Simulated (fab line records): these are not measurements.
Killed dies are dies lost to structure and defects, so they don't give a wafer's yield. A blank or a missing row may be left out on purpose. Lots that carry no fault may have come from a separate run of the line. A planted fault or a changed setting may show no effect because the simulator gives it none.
Split-lot study ; flow n5Finfet ; 7 lots, 21 wafers read, on a route of 1938 steps

## THE SPLIT
At N5_BEOL_M6_TRENCH_ETCH_37 (etches SiCOH lowk in C4F6/O2, target depth 94.435 nm, time 31.5 s), the setting biasW was moved away from the recipe's 185 W on 8 of the 21 wafers read, by +8.5% to +15.3%. This setting was run at the recipe's value on the other wafers.

Reading taken at the split's own step.

## THE READING
rfVppV, in V, at N5_BEOL_M6_TRENCH_ETCH_37 (etches SiCOH lowk in C4F6/O2, target depth 94.435 nm, time 31.5 s). A value of 663 V with a standard deviation of 10 V is what fault-free wafers of this fab line usually give.

wafer;tool, chamber at the split;biasW as run, W;against the recipe;rfVppV, V;against lot-mates on the recipe
L074.1;rieDiel-03, 0;185;recipe;686;-
L074.3;rieDiel-03, 3;211;+14.1%;724;+38
L074.6;rieDiel-03, 3;211;+14.1%;723;+37
L078.3;rieDiel-03, 3;209.6;+13.3%;719;+50
L078.4;rieDiel-03, 0;185;recipe;686;-
L078.6;rieDiel-03, 3;185;recipe;652;-
L081.1;rieDiel-03, 2;207.5;+12.2%;714;+45
L081.4;rieDiel-03, 3;185;recipe;652;-
L081.6;rieDiel-03, 0;185;recipe;686;-
L084.2;rieDiel-04, 2;185;recipe;664;-
L084.3;rieDiel-04, 1;185;recipe;672;-
L084.5;rieDiel-04, 2;185;recipe;664;-
L087.4;rieDiel-01, 2;185;recipe;652;-
L087.5;rieDiel-01, 3;185;recipe;657;-
L087.6;rieDiel-01, 2;185;recipe;652;-
L093.1;rieDiel-04, 1;200.7;+8.5%;717;+46
L093.2;rieDiel-04, 0;200.7;+8.5%;707;+36
L093.6;rieDiel-04, 1;185;recipe;671;-
L092.3;rieDiel-04, 1;185;recipe;673;-
L092.5;rieDiel-04, 0;213.3;+15.3%;742;+69
L092.6;rieDiel-04, 1;213.3;+15.3%;751;+78

THE FIT
A straight line over all 21 wafers: rfVppV changes by +4.55 V for each +1% of biasW; r = +0.93; the points scatter about the line by 12 V.
The same after taking each lot's own level away (the mean of its wafers on the recipe; 21 wafers): +3.89 V for each +1%; r = +0.92; scatter 11 V.
The reading moves by 60 V for the largest change in biasW, on that fit.
The lots' own levels span 653.7 to 686.0 V, that is 3.2 times the standard deviation above.
Hence the slope depends on the lot-to-lot level, as the two fits are not the same.
Check: +57.8 V against its lot-mates is what the line predicts for one of the wafers moved furthest among these (+15.3%) when that wafer is left out of the fit. It came out at +69 V against them.
Tool readings at the split's step, against how far the setting was moved: rfVppV r = +0.93.

## FILE'S OWN FIT
rfVppV changes by +3.89 V for each +1% of biasW, r = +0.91.
